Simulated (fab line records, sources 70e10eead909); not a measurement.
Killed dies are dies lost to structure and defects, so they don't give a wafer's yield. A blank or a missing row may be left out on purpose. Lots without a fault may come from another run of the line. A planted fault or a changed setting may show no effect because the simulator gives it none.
Chamber matching | flow nand_harc | NHARC_THIN_TSV_ETCH_44 on rie_diel-13: 4 sister chambers
The step etches the open film in CF4/O2, target depth 1594.2 nm, time 797.1 s. 7 wafers are shown with their chamber, then 7 later ones without.

WAFERS WITH THEIR CHAMBER
wafer  | chamber | drypump_motor_current_A (A) | rf_vpp_V (V)
L197.2 | 0       | 6.0                         | 789
L195.1 | 0       | 6.0                         | 787
L198.3 | 1       | 6.0                         | 797
L198.5 | 2       | 5.1                         | 796
L199.6 | 1       | 6.1                         | 798
L208.1 | 2       | 5.1                         | 797
L208.4 | 3       | 6.0                         | 793

WAFERS WITHOUT THEIR CHAMBER
wafer  | drypump_motor_current_A (A) | rf_vpp_V (V)
L208.5 | 6.0                         | 787
L210.2 | 5.9                         | 792
L210.3 | 6.1                         | 797
L210.6 | 5.9                         | 792
L212.3 | 6.0                         | 788
L212.4 | 5.1                         | 796
L212.6 | 5.9                         | 793

WHICH CHAMBER EACH WENT THROUGH
wafer  | from the rows above | in truth
L208.5 | 0                   | 0
L210.2 | 3                   | 3
L210.3 | 1                   | 1
L210.6 | 3                   | 3
L212.3 | 0                   | 0
L212.4 | 2                   | 2
L212.6 | 3                   | 3
Placed correctly: 7 of 7. Can't be placed from these rows: 0. Placed wrongly: 0.
How it was worked out, from the rows above alone: a wafer's distance from a chamber is the root of the sum, over the readings, of the square of ((its reading less the chamber's mean) divided by the reading's scatter). The wafer belongs to the nearest chamber; if the next one is less than 2 further off, it can't be placed. A chamber's mean is the mean of its shown wafers. The scatter: the root of (the sum of the squares of (reading less its chamber's mean) over the shown wafers, divided by (wafers less chambers)).
